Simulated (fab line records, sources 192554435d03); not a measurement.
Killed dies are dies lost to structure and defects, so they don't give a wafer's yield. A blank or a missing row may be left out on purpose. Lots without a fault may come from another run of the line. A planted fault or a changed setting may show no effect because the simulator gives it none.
fab line records | flow n5_finfet | part 2 of 2: steps 5 to 6 of 6
record lots=24 wafers=72 last_day=17
route steps=1938 shown BEOL_M7@1317 BEOL_M8@1345
lots that met no fault: from a run of the same line without faults
start_h: hours from the record's first day to the start of the lot's first wafer shown | wait_h: hours since the lot's step before | " the same as in the row above | L1.1+2: a row that stands for several wafers | - no value, or no start given | * or withheld: withheld | < > ~ a bound
route shown NAME@n: a module of which the file shows steps, and the number in the route of the first | usual: mean/standard deviation of fault-free wafers | same: alike in all rows | chamber/n: place in a boat | sites: the reading at each site | _std_site: their standard deviation | _edge_site: outer sites' mean less inner sites' | radius_mm: how far each site lies from the wafer's centre | mask NAME#n: copy n | behind: the tool/chamber that last shaped the wafer | hold: why the lot was held/for how many hours/how that ended | device: the transistor (n, p or np) that didn't switch | end of line: the same wafers' tests at the end of the route | a step without rows: its recipe alone | killed: dies lost to structure and defects at the first sort, not the wafer's yield | map: a wafer's dies, x killed, . not, _ none there
set.NAME: the setting as run; set.NAME@STEP: as run at that earlier step | model.NAME: the simulator's own value behind a step, which no gauge read
steps of the route over a sample of lots; a table a step, a row a wafer
services: from which hour (start_h, from the record's first day; less than 0 if before it) a tool's chamber was out of use, for how many hours, and why
## steps
# step N5_BEOL_M8_CMP_52
# recipe stop_on=SiCOH_lowk t_overpolish_s=6.9 down_force_psi=1 platen_rpm=50 clearing_platen_down_force_psi=1.5 clearing_platen_rpm=50 post_cmp_clean=cu_alkaline target_thk_nm=80 clearing_platen_pad_velocity_m_s=0.99484 pad_velocity_m_s=0.99484
# usual barrier_field_endpoint_s=29.1/0.71 head_pressure_psi=1.0000/0.0021 motor_current_A=6.0/0.45 overpolish_run_s=6.900/0.0094 time_to_endpoint_s=62.8/2.8
# columns lot.wafer tool chamber start_h wait_h barrier_field_endpoint_s head_pressure_psi motor_current_A overpolish_run_s time_to_endpoint_s
L075.3 cmp-03 1 216.72 0.2 27.2 1.0009 6.6 6.903 58.3
L075.4 " 3 " " 29.2 1.0030 5.6 6.891 63.7
L075.5 " 0 " " 28.6 1.0043 6.3 6.883 61.0
L074.3 cmp-04 3 219.91 0.3 30.2 0.9999 6.5 6.901 64.0
L074.6 " 0 " " 29.8 1.0017 5.7 6.913 62.8
L074.5 " 1 " " 30.0 0.9975 6.2 6.900 64.6
L076.2 cmp-03 0 223.05 0.2 28.4 0.9989 6.5 6.905 61.9
L076.4 " 3 " " 29.7 0.9984 5.7 6.893 66.5
L076.5 " 0 " " 29.2 0.9990 6.5 6.885 63.8
L077.3 cmp-01 0 226.44 0.2 29.1 1.0023 5.3 6.902 64.1
L077.1 " 1 " " 28.9 1.0013 6.2 6.897 64.5
L077.5 " 0 " " 28.5 0.9973 5.3 6.886 58.2
L078.4 cmp-01 0 230.24 0.2 28.1 0.9999 5.2 6.901 57.5
L078.5 " 1 " " 28.1 1.0036 6.1 6.895 56.4
L078.6 " 2 " " 28.2 0.9996 6.4 6.893 59.1
L079.2 cmp-04 3 232.30 0.6 29.4 0.9992 6.2 6.910 64.9
L079.3 " 0 " " 29.9 0.9997 5.3 6.900 62.8
L079.6 " 2 " " 29.7 1.0011 5.7 6.910 61.9
L080.3 cmp-04 2 246.62 0.2 29.5 1.0025 5.6 6.897 65.5
L080.2 " 3 " " 29.6 0.9988 6.2 6.903 67.6
L080.5 " 1 " " 30.1 0.9982 6.0 6.896 66.1
L081.1 cmp-03 1 254.40 0.3 29.4 0.9968 6.6 6.900 61.5
L081.3 " 0 " " 28.5 0.9964 6.3 6.887 59.5
L081.6 " 2 " " 30.1 1.0042 6.0 6.909 60.7
L082.1 cmp-01 1 264.01 0.3 28.8 0.9950 6.1 6.893 64.6
L082.4 " 3 " " 28.0 0.9987 5.2 6.903 58.8
L082.6 " 2 " " 28.3 0.9991 6.6 6.895 60.3
L083.4 cmp-04 3 270.17 0.1 29.8 0.9986 6.2 6.873 65.6
L083.3 " 0 " " 29.9 0.9989 5.6 6.896 65.7
L083.1 " 1 " " 28.8 1.0024 5.9 6.896 63.6
L084.2 cmp-03 3 276.23 0.2 29.5 1.0003 5.9 6.902 67.1
L084.6 " 2 " " 30.0 1.0005 5.6 6.909 68.1
L084.5 " 3 " " 29.8 1.0017 5.5 6.892 63.0
L085.3 cmp-04 1 279.84 0.3 28.5 0.9994 6.0 6.911 61.2
L085.4 " 2 " " 28.8 1.0007 5.9 6.903 64.4
L085.6 " 0 " " 29.6 1.0036 5.3 6.895 62.0
L088.4 cmp-01 1 290.86 0.2 29.0 0.9970 6.2 6.897 61.4
L088.6 " 0 " " 29.2 0.9984 5.3 6.908 61.6
L088.5 " 1 " " 28.5 0.9983 6.4 6.894 60.6
L087.2 cmp-04 2 290.91 0.2 28.3 0.9993 6.0 6.902 68.5
L087.3 " 1 " " 29.0 0.9970 5.7 6.903 68.7
L087.6 " 2 " " 28.7 1.0022 5.7 6.917 65.9
L089.4 cmp-01 1 294.71 0.2 29.3 0.9975 6.1 6.891 60.9
L089.1 " 2 " " 28.3 0.9993 6.7 6.893 59.2
L089.3 " 3 " " 28.4 1.0021 5.1 6.920 59.9
L086.2 cmp-03 3 295.08 0.3 28.8 1.0028 5.7 6.912 65.6
L086.4 " 0 " " 28.8 0.9966 6.5 6.885 62.6
L086.5 " 1 " " 29.1 1.0004 6.3 6.894 64.7
L090.2 cmp-03 2 303.07 0.2 29.0 0.9999 5.8 6.908 62.8
L090.1 " 3 " " 28.3 1.0007 6.0 6.893 64.8
L090.6 " 2 " " 28.7 1.0004 6.0 6.896 64.2
L092.2 cmp-04 2 314.86 0.3 29.8 0.9972 5.7 6.917 61.6
L092.3 " 3 " " 29.5 1.0023 6.1 6.889 61.6
L092.6 " 1 " " 30.2 1.0011 6.3 6.905 62.8
L091.3 cmp-03 0 318.14 0.2 28.1 0.9983 6.5 6.904 58.7
L091.1 " 1 " " 28.9 1.0006 6.6 6.909 59.2
L091.2 " 3 " " 29.0 1.0024 5.8 6.899 62.4
L093.2 cmp-03 3 319.00 0.3 28.4 1.0026 6.0 6.914 62.4
L093.1 " 0 " " 28.9 1.0017 6.5 6.915 61.1
L093.6 " 1 " " 28.5 1.0011 6.8 6.898 62.9
L095.2 cmp-03 3 329.05 0.2 28.9 0.9989 5.5 6.900 62.1
L095.3 " 1 " " 29.6 0.9998 6.5 6.881 65.0
L095.5 " 3 " " 29.7 0.9984 5.7 6.890 64.6
L094.2 cmp-03 0 330.63 0.2 29.8 1.0008 6.4 6.899 66.8
L094.1 " 3 " " 29.0 1.0012 5.9 6.890 63.1
L094.6 " 0 " " 29.2 0.9991 6.4 6.906 63.2
L096.2 cmp-01 1 338.08 0.2 28.2 0.9971 5.9 6.900 59.4
L096.6 " 1 " " 28.3 0.9991 6.0 6.908 62.7
L096.5 " 2 " " 28.2 1.0003 6.7 6.927 60.0
L097.4 cmp-03 0 344.28 0.2 29.2 1.0009 6.4 6.905 61.6
L097.6 " 3 " " 29.0 1.0011 5.8 6.890 63.7
L097.5 " 0 " " 29.2 1.0018 6.5 6.915 63.8
# step N5_BEOL_M8_DEP_56
# recipe material=SiCN target_thk_a=100 temp_c=withheld precursor=3MS/NH3 pressure_torr=3 rf_w=202 time_s=17.5
# usual chamber_pressure_Torr=3.001/0.0067 showerhead_plenum_p_Torr=3.659/0.021 throttle_valve_pct=9.1/0.5
# columns lot.wafer tool chamber start_h wait_h chamber_pressure_Torr showerhead_plenum_p_Torr throttle_valve_pct
L075.3 pecvd-04 0 217.07 0.0 3.009 3.661 9.1
L075.4 " 1 " " 3.002 3.661 9.9
L075.5 " 1 " " 3.016 3.666 9.8
L074.3 pecvd-04 0 220.19 0.0 2.992 3.677 8.9
L074.5 " 1 " " 3.009 3.667 9.8
L074.6 " 0 " " 2.988 3.670 8.9
L076.2 pecvd-01 1 223.41 0.0 3.003 3.698 9.6
L076.4 " 2 " " 3.001 3.627 8.6
L076.5 " 0 " " 2.998 3.636 9.4
L077.1 pecvd-01 2 226.80 0.0 3.006 3.628 8.4
L077.3 " 0 " " 2.999 3.642 9.1
L077.5 " 1 " " 2.993 3.689 9.2
L078.4 pecvd-02 1 230.50 0.0 3.015 3.653 8.4
L078.5 " 2 " " 2.993 3.664 8.4
L078.6 " 0 " " 3.003 3.654 9.7
L079.2 pecvd-04 2 232.62 0.0 2.989 3.687 8.4
L079.3 " 1 " " 2.999 3.656 10.1
L079.6 " 0 " " 2.999 3.671 8.9
L080.2 pecvd-02 0 246.95 0.0 3.003 3.642 9.4
L080.3 " 1 " " 3.004 3.649 8.3
L080.5 " 2 " " 3.003 3.658 8.5
L081.1 pecvd-04 2 254.76 0.0 3.008 3.683 8.3
L081.3 " 1 " " 3.001 3.665 10.0
L081.6 " 1 " " 2.993 3.647 9.8
L082.1 pecvd-01 2 264.36 0.0 2.993 3.638 8.8
L082.4 " 0 " " 2.989 3.628 9.3
L082.6 " 1 " " 3.000 3.692 9.7
L083.1 pecvd-04 1 270.52 0.0 3.008 3.653 9.7
L083.3 " 2 " " 3.004 3.686 8.6
L083.4 " 1 " " 3.003 3.656 10.0
L084.2 pecvd-02 1 276.55 0.0 2.993 3.653 8.3
L084.5 " 2 " " 3.000 3.661 8.7
L084.6 " 0 " " 3.011 3.645 9.5
L085.3 pecvd-04 1 280.17 0.0 3.001 3.669 9.7
L085.4 " 0 " " 2.986 3.660 8.8
L085.6 " 1 " " 3.011 3.667 9.7
L088.4 pecvd-02 2 291.20 0.0 2.990 3.666 8.7
L088.5 " 0 " " 3.005 3.650 9.5
L088.6 " 1 " " 2.999 3.658 8.7
L087.2 pecvd-01 1 291.26 0.0 2.993 3.703 9.6
L087.3 " 0 " " 3.003 3.641 9.5
L087.6 " 0 " " 3.007 3.639 9.6
L089.1 pecvd-01 2 295.03 0.0 3.007 3.637 8.8
L089.3 " 1 " " 2.991 3.685 9.2
L089.4 " 2 " " 3.000 3.644 8.8
L086.2 pecvd-01 0 295.36 0.0 3.000 3.628 9.0
L086.4 " 2 " " 3.007 3.631 8.5
L086.5 " 0 " " 3.004 3.637 9.1
L090.1 pecvd-01 0 303.39 0.0 2.997 3.626 9.3
L090.2 " 1 " " 2.998 3.689 9.4
L090.6 " 0 " " 2.997 3.627 9.4
L092.2 pecvd-04 1 315.16 0.0 3.006 3.659 9.6
L092.3 " 2 " " 2.992 3.681 8.5
L092.6 " 2 " " 3.010 3.689 8.6
L091.1 pecvd-02 2 318.50 0.0 2.998 3.671 8.7
L091.2 " 1 " " 2.997 3.655 8.4
L091.3 " 0 " " 3.001 3.645 9.4
L093.1 pecvd-01 2 319.28 0.0 3.006 3.636 8.6
L093.2 " 0 " " 3.005 3.637 9.3
L093.6 " 0 " " 2.989 3.633 9.5
L095.2 pecvd-01 0 329.41 0.0 3.005 3.638 9.5
L095.3 " 2 " " 3.000 3.641 8.5
L095.5 " 2 " " 3.000 3.629 8.5
L094.1 pecvd-02 1 330.98 0.0 3.005 3.650 8.4
L094.2 " 0 " " 3.007 3.649 9.6
L094.6 " 1 " " 2.996 3.663 8.5
L096.2 pecvd-01 1 338.44 0.0 2.993 3.680 9.8
L096.5 " 1 " " 2.997 3.701 9.3
L096.6 " 0 " " 3.013 3.633 9.2
L097.4 pecvd-02 1 344.62 0.0 3.003 3.654 8.2
L097.5 " 2 " " 3.016 3.653 8.5
L097.6 " 0 " " 3.005 3.642 9.5
## services
# columns tool chamber start_h hours kind
cmp-04 - 195.87 0.9 repair
uv_cure-03 - 206.51 2.9 repair
uv_cure-02 - 212.54 11.7 repair
uv_cure-03 - 223.53 5.0 pm
rie_diel-01 0 225.59 5.0 repair
cmp-01 - 231.10 4.0 pm
cmp-01 - 242.23 1.7 repair
cmp-01 - 244.76 2.1 repair
rie_diel-01 1 246.01 6.7 repair
cmp-01 - 250.14 0.8 repair
pecvd-02 2 255.39 13.3 repair
cmp-03 - 262.13 4.7 pm
cmp-03 - 276.42 4.0 pm
cmp-04 - 281.58 5.7 pm
pecvd-02 - 284.87 1.5 repair
rie_diel-01 1 300.08 2.1 repair
rie_diel-03 - 306.71 2.8 pm
pecvd-04 0 306.89 23.2 repair
rie_diel-03 2 315.09 11.2 repair
pecvd-04 - 319.62 0.5 repair
uv_cure-02 - 322.44 2.1 pm
uv_cure-01 - 328.79 3.4 pm
rie_diel-05 3 331.50 3.1 repair
rie_diel-01 0 338.64 8.2 repair
